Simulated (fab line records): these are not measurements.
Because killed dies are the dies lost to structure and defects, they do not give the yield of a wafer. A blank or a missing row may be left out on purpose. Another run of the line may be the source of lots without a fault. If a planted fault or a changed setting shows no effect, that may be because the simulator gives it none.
A lot that was struck, set against a sound lot + flow n5_finfet + 17 steps out of a route of 1938
Sound: the wafers L415.1, L415.4, L415.5. Struck: wafers L400.2, L400.3, L400.4. The cause is named last.
For every step that has rows: the tool of each side, followed by ch and its chambers, followed by its first start. Under that, the readings that differ: sound wafers + struck wafers + difference of the means + sigmas: that difference in standard deviations of wafers without a fault.
alike: same words and numbers on both sides, and readings whose means sit less than 2 such deviations apart. not compared: any withheld reading, any reading some wafer has no value for, any bound like >300 that may hide the same value, and any number with overlapping values for which the record gives no deviation.
A row with sigmas, a row that says differs or no value, or rows on one side alone: a step with any of these is where the two part. Non-overlapping numbers with no deviation appear without sigmas and do not part them. A reading missing from all wafers of one side parts the sides only when that side holds two or more wafers.

first, 9 steps without rows for these wafers: N5_FIN_CUT_PEB_06 (peb time 60 s); N5_FIN_CUT_DEVELOP_07 (develop time 30 s); N5_FIN_CUT_DESCUM_13 (chemistry O2, time 7 s); N5_FIN_CUT_ETCH_30 (etches underlayer in N2/H2, target depth 13 nm, time 10.4 s); N5_FIN_CUT_ETCH_20 (etches SiARC in CF4, target depth 26 nm, time 43.3 s); N5_FIN_CUT_ETCH_21 (etches SOC in N2/H2, target depth 219 nm, overetch 43.8 nm, time 523.5 s); N5_FIN_CUT_STRIP_23 (strips in N2/H2); N5_FIN_CUT_STRIP_31 (strips in N2/H2); N5_FIN_CUT_STRIP_24 (strips in CF4).
N5_FIN_CUT_CUT_ETCH_26: etches SiNx in CH3F/O2, target depth 39 nm, time 55.7 s.
  sound on rie_diel-05 ch 0,1,2, day 7 04:07; struck on rie_diel-05 ch 0,1,3, day 3 09:25
  no value came back on the struck wafers for any of 7 readings (CH3F_flow_sccm (sccm), O2_flow_sccm (sccm) and others); on the sound wafers CH3F_flow_sccm (sccm) reads 29.92 30.05 30.01
| reading                                  | sound             | struck            | difference | sigmas |
|------------------------------------------|-------------------|-------------------|------------|--------|
| model.SOC_of_FIN_CUT_COAT_18.thk_nm (nm) | 212.2 212.2 211.8 | 229.4 229.6 229.6 | +17.5      |        |
  not compared: rf_hours_counter_h
then, 3 steps without rows for these wafers: N5_FIN_CUT_CUT_ETCH_27 (etches SiO2 in CHF3/O2, target depth 4 nm, overetch 2 nm, time 4.9 s); N5_FIN_CUT_PRECLEAN_35 (cleans in vHF, time 13.3 s); N5_FIN_CUT_CUT_ETCH_15 (etches Si in HBr/Cl2/O2, target depth 100 nm, bt time 10 s, time 42.4 s).
N5_FIN_CUT_CUT_ETCH_28: etches Si in HBr/Cl2/O2, target depth 6 nm, time 2.4 s.
  sound on rie_si-05 ch 0,2,3, day 7 04:22; struck on rie_si-06 ch 0,1,3, day 3 09:40
| reading                                  | sound             | struck            | difference | sigmas |
|------------------------------------------|-------------------|-------------------|------------|--------|
| model.SOC_of_FIN_CUT_COAT_18.thk_nm (nm) | 168.2 170.4 167.2 | 185.6 186.4 185.2 | +17.1      |        |
  alike: HBr_flow_sccm, O2_flow_sccm, drypump_motor_current_A, oes_product_au, throttle_valve_pct
  not compared: rf_hours_counter_h
then, 1 step without rows for these wafers: N5_FIN_CUT_STRIP_22 (strips in N2/H2).
N5_BEOL_M4_RC_MEAS_101:
  the record has rows for the sound wafers here (prober-01 ch 0, day 13 02:44) and none for the struck ones
-- a jump in the record: the struck wafers' starts before and after are 11 days apart (it breaks off in module BEOL_M4 and resumes in module PASSIVATION, where the first step shown is number 1936 of the route) --
N5_PASSIVATION_PROBE_49:
  sound on prober-02, day 17 12:43; struck on prober-02, day 14 12:52
| reading             | sound    | struck         | difference | sigmas |
|---------------------|----------|----------------|------------|--------|
| killed_at_M0_to_M3  | 17 19 22 | 43 32 49       | +22        | +2     |
| killed_at_front_end | 14 43 26 | 1111 1115 1111 | +1085      | +90    |
| killed_dies         | 65 82 79 | 1180 1180 1180 | +1105      | +65    |
| killed_on_rim       | 12 10 12 | 152 152 152    | +141       | +36    |
| killed_short        | 15 24 23 | 44 41 33       | +19        | +3     |
  alike: killed_at_M4_up, killed_at_contacts, killed_at_other, killed_open

## WHERE THEY PART
First at N5_FIN_CUT_CUT_ETCH_26; last, within this record, at N5_PASSIVATION_PROBE_49.

WHY: whatever the simulator had introduced
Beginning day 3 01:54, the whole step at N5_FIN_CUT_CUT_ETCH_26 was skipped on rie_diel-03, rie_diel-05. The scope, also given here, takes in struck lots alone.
